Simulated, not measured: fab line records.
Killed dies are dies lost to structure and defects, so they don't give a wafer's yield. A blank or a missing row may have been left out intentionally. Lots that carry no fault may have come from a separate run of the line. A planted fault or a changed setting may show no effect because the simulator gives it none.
A single fault, viewed from 2 desks :: flow n5_finfet :: each desk holds nothing but its own numbers, with what lay behind them at the end

## THE METROLOGY DESK
Lot by lot, what the gauges showed, no matter which tool ran the lot: averages of those sampled wafers that carry a number. If a lot's mean is further than 4 standard deviations from the usual mean, the lot is out of limits and carries the mark OUT (the distance appears in the brackets).
Columns: A = M4_RS at N5_BEOL_M4_RS_MEAS_58, usual 0.68 ohm/sq
lot: L163
first seen here: day 9 07:41
A: 0.67

lot: L166
first seen here: day 9 22:36
A: 0.70

lot: L168
first seen here: day 10 22:24
A: 0.71

lot: L170
first seen here: day 11 01:20
A: 0.68

lot: L171
first seen here: day 11 05:53
A: 0.67

lot: L172
first seen here: day 11 06:58
A: 0.71

lot: L173
first seen here: day 11 12:41
A: 0.68

lot: L176
first seen here: day 11 22:04
A: 0.68

lot: L180
first seen here: day 13 03:47
A: 0.68

lot: L181
first seen here: day 13 05:59
A: 0.70

lot: L179
first seen here: day 13 13:53
A: 0.63

lot: L184
first seen here: day 14 03:53
A: 0.68
This desk found nothing out of limits on any of the 12 lots.

## THE TOOL OWNER'S DESK: litho_track-05
The tool's own readings at N5_BEOL_M5_COAT_60 (time 60 s, resist thk 12 nm): means of the sampled wafers that have a number, for each lot that ran on this tool. If a lot's mean is further than 4 standard deviations from the usual mean, the lot is out of limits and carries the mark OUT (the distance appears in the brackets).
Columns: A = heater_power_total_W at N5_BEOL_M5_COAT_60, usual 427.7 W; B = run_length_s at N5_BEOL_M5_COAT_60, usual 66.33 s
lot: L166
first seen here: day 10 01:41
A: 426.1
B: 66.14

lot: L168
first seen here: day 11 01:00
A: 427.6
B: 66.16

lot: L173
first seen here: day 11 15:46
A: 427.3
B: 66.17

lot: L176
first seen here: day 12 03:21
A: 427.4
B: 66.09

lot: L180
first seen here: day 13 06:54
A: 466.3 (+18) OUT
B: 59.37 (-41) OUT

lot: L181
first seen here: day 13 09:02
A: 509.3 (+39) OUT
B: 52.62 (-81) OUT

lot: L184
first seen here: day 14 06:55
A: 469.1 (+20) OUT
B: 59.53 (-40) OUT
This desk's verdict: out of limits on L180, L181, L184, starting with L180 at day 13 06:54 (heater_power_total_W at N5_BEOL_M5_COAT_60). Within limits: L166, L168, L173, L176.

## BROUGHT TOGETHER
The tool owner's desk could have raised an alarm at day 13 06:54, on L180, L181, L184.
At the metrology desk, nothing out of limits was observed.
The metrology desk has L180, L181, L184 on record, within its limits.
On litho_track-05, each named lot ran N5_BEOL_M5_COAT_60.

## WHAT WAS PUT IN BY THE SIMULATOR
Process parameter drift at N5_BEOL_M5_COAT_60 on litho_track-05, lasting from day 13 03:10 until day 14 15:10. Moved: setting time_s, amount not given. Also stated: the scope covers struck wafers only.
Lots struck among those shown: L180, L181, L184.
Hours from the fault's start to each desk's first reading out of limits: the tool owner's desk, 4.
